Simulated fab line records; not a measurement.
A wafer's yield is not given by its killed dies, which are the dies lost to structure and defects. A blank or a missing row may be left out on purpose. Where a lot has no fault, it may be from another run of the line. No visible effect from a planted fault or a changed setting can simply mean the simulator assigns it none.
Chamber matching || flow n5-finfet || 4 sister chambers for N5_BEOL_M13_DESCUM_15 on rie-diel-05
The step chemistry O2, time 7.9 s. 20 wafers are shown with their chamber, then 10 later ones without.

== WAFERS, EACH WITH ITS CHAMBER ==
{"wafer": "L076.1", "chamber": 1, "showerhead-plenum-p-Torr (Torr)": 2.14, "drypump-motor-current-A (A)": 5.9, "throttle-valve-pct (%)": 19.95}
{"wafer": "L076.3", "chamber": 0, "showerhead-plenum-p-Torr (Torr)": 2.00, "drypump-motor-current-A (A)": 5.1, "throttle-valve-pct (%)": 20.48}
{"wafer": "L076.6", "chamber": 0, "showerhead-plenum-p-Torr (Torr)": 2.00, "drypump-motor-current-A (A)": 5.1, "throttle-valve-pct (%)": 20.47}
{"wafer": "L081.1", "chamber": 2, "showerhead-plenum-p-Torr (Torr)": 2.01, "drypump-motor-current-A (A)": 5.0, "throttle-valve-pct (%)": 20.42}
{"wafer": "L081.2", "chamber": 0, "showerhead-plenum-p-Torr (Torr)": 2.00, "drypump-motor-current-A (A)": 5.1, "throttle-valve-pct (%)": 20.48}
{"wafer": "L081.4", "chamber": 3, "showerhead-plenum-p-Torr (Torr)": 2.17, "drypump-motor-current-A (A)": 5.8, "throttle-valve-pct (%)": 20.87}
{"wafer": "L079.1", "chamber": 3, "showerhead-plenum-p-Torr (Torr)": 2.17, "drypump-motor-current-A (A)": 5.8, "throttle-valve-pct (%)": 20.89}
{"wafer": "L079.5", "chamber": 2, "showerhead-plenum-p-Torr (Torr)": 2.01, "drypump-motor-current-A (A)": 5.0, "throttle-valve-pct (%)": 20.42}
{"wafer": "L079.6", "chamber": 3, "showerhead-plenum-p-Torr (Torr)": 2.17, "drypump-motor-current-A (A)": 5.8, "throttle-valve-pct (%)": 20.90}
{"wafer": "L080.1", "chamber": 2, "showerhead-plenum-p-Torr (Torr)": 2.01, "drypump-motor-current-A (A)": 5.0, "throttle-valve-pct (%)": 20.42}
{"wafer": "L080.3", "chamber": 1, "showerhead-plenum-p-Torr (Torr)": 2.14, "drypump-motor-current-A (A)": 6.0, "throttle-valve-pct (%)": 19.98}
{"wafer": "L080.5", "chamber": 2, "showerhead-plenum-p-Torr (Torr)": 2.01, "drypump-motor-current-A (A)": 5.0, "throttle-valve-pct (%)": 20.43}
{"wafer": "L084.3", "chamber": 2, "showerhead-plenum-p-Torr (Torr)": 2.01, "drypump-motor-current-A (A)": 5.0, "throttle-valve-pct (%)": 20.43}
{"wafer": "L084.4", "chamber": 0, "showerhead-plenum-p-Torr (Torr)": 2.00, "drypump-motor-current-A (A)": 5.1, "throttle-valve-pct (%)": 20.48}
{"wafer": "L084.6", "chamber": 1, "showerhead-plenum-p-Torr (Torr)": 2.14, "drypump-motor-current-A (A)": 5.9, "throttle-valve-pct (%)": 19.97}
{"wafer": "L086.1", "chamber": 2, "showerhead-plenum-p-Torr (Torr)": 2.01, "drypump-motor-current-A (A)": 5.0, "throttle-valve-pct (%)": 20.43}
{"wafer": "L086.3", "chamber": 0, "showerhead-plenum-p-Torr (Torr)": 2.00, "drypump-motor-current-A (A)": 5.1, "throttle-valve-pct (%)": 20.50}
{"wafer": "L086.6", "chamber": 0, "showerhead-plenum-p-Torr (Torr)": 2.00, "drypump-motor-current-A (A)": 5.1, "throttle-valve-pct (%)": 20.50}
{"wafer": "L088.1", "chamber": 0, "showerhead-plenum-p-Torr (Torr)": 2.00, "drypump-motor-current-A (A)": 5.1, "throttle-valve-pct (%)": 20.51}
{"wafer": "L088.4", "chamber": 3, "showerhead-plenum-p-Torr (Torr)": 2.16, "drypump-motor-current-A (A)": 5.8, "throttle-valve-pct (%)": 20.90}

SIGNATURES, as means of the wafers listed above
{"reading": "showerhead-plenum-p-Torr", "chamber 0": 2.0000, "chamber 1": 2.1400, "chamber 2": 2.0100, "chamber 3": 2.1675, "scatter within a chamber": 0.00217}
{"reading": "drypump-motor-current-A", "chamber 0": 5.100, "chamber 1": 5.933, "chamber 2": 5.000, "chamber 3": 5.800, "scatter within a chamber": 0.0204}
{"reading": "throttle-valve-pct", "chamber 0": 20.4886, "chamber 1": 19.9667, "chamber 2": 20.4250, "chamber 3": 20.8900, "scatter within a chamber": 0.0125}
Rule: distance of a wafer from a chamber = root of the sum over the readings of ((wafer's reading minus chamber's mean) / reading's scatter) squared. The wafer belongs to the nearest chamber; if the next one is less than 2 further off, it can't be placed. How the scatter is found: for the shown wafers, subtract from each reading the mean of its chamber, square and add these, divide the total by (wafers less chambers), then take the root.

== WAFERS WHOSE CHAMBER IS MISSING ==
{"wafer": "L088.5", "showerhead-plenum-p-Torr (Torr)": 2.00, "drypump-motor-current-A (A)": 5.1, "throttle-valve-pct (%)": 20.51}
{"wafer": "L091.2", "showerhead-plenum-p-Torr (Torr)": 2.00, "drypump-motor-current-A (A)": 5.1, "throttle-valve-pct (%)": 20.50}
{"wafer": "L091.3", "showerhead-plenum-p-Torr (Torr)": 2.16, "drypump-motor-current-A (A)": 5.8, "throttle-valve-pct (%)": 20.91}
{"wafer": "L091.5", "showerhead-plenum-p-Torr (Torr)": 2.16, "drypump-motor-current-A (A)": 5.7, "throttle-valve-pct (%)": 20.92}
{"wafer": "L090.3", "showerhead-plenum-p-Torr (Torr)": 2.00, "drypump-motor-current-A (A)": 5.1, "throttle-valve-pct (%)": 20.50}
{"wafer": "L090.4", "showerhead-plenum-p-Torr (Torr)": 2.00, "drypump-motor-current-A (A)": 5.1, "throttle-valve-pct (%)": 20.51}
{"wafer": "L090.6", "showerhead-plenum-p-Torr (Torr)": 2.01, "drypump-motor-current-A (A)": 5.0, "throttle-valve-pct (%)": 20.47}
{"wafer": "L094.2", "showerhead-plenum-p-Torr (Torr)": 2.00, "drypump-motor-current-A (A)": 5.1, "throttle-valve-pct (%)": 20.50}
{"wafer": "L094.3", "showerhead-plenum-p-Torr (Torr)": 2.01, "drypump-motor-current-A (A)": 5.1, "throttle-valve-pct (%)": 20.45}
{"wafer": "L094.6", "showerhead-plenum-p-Torr (Torr)": 2.13, "drypump-motor-current-A (A)": 5.9, "throttle-valve-pct (%)": 20.01}

== CHAMBER TAKEN BY EACH ==
{"wafer": "L088.5", "from the rows above": 0, "in truth": 0}
{"wafer": "L091.2", "from the rows above": 0, "in truth": 0}
{"wafer": "L091.3", "from the rows above": 3, "in truth": 3}
{"wafer": "L091.5", "from the rows above": 3, "in truth": 3}
{"wafer": "L090.3", "from the rows above": 0, "in truth": 0}
{"wafer": "L090.4", "from the rows above": 0, "in truth": 0}
{"wafer": "L090.6", "from the rows above": 2, "in truth": 2}
{"wafer": "L094.2", "from the rows above": 0, "in truth": 0}
{"wafer": "L094.3", "from the rows above": "can't be placed: 2 or 0", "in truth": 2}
{"wafer": "L094.6", "from the rows above": 1, "in truth": 1}
Placed correctly: 9 of 10. Unplaceable from these rows: 1, with the true chamber sitting among the candidates in 1. Wrongly placed: 0.
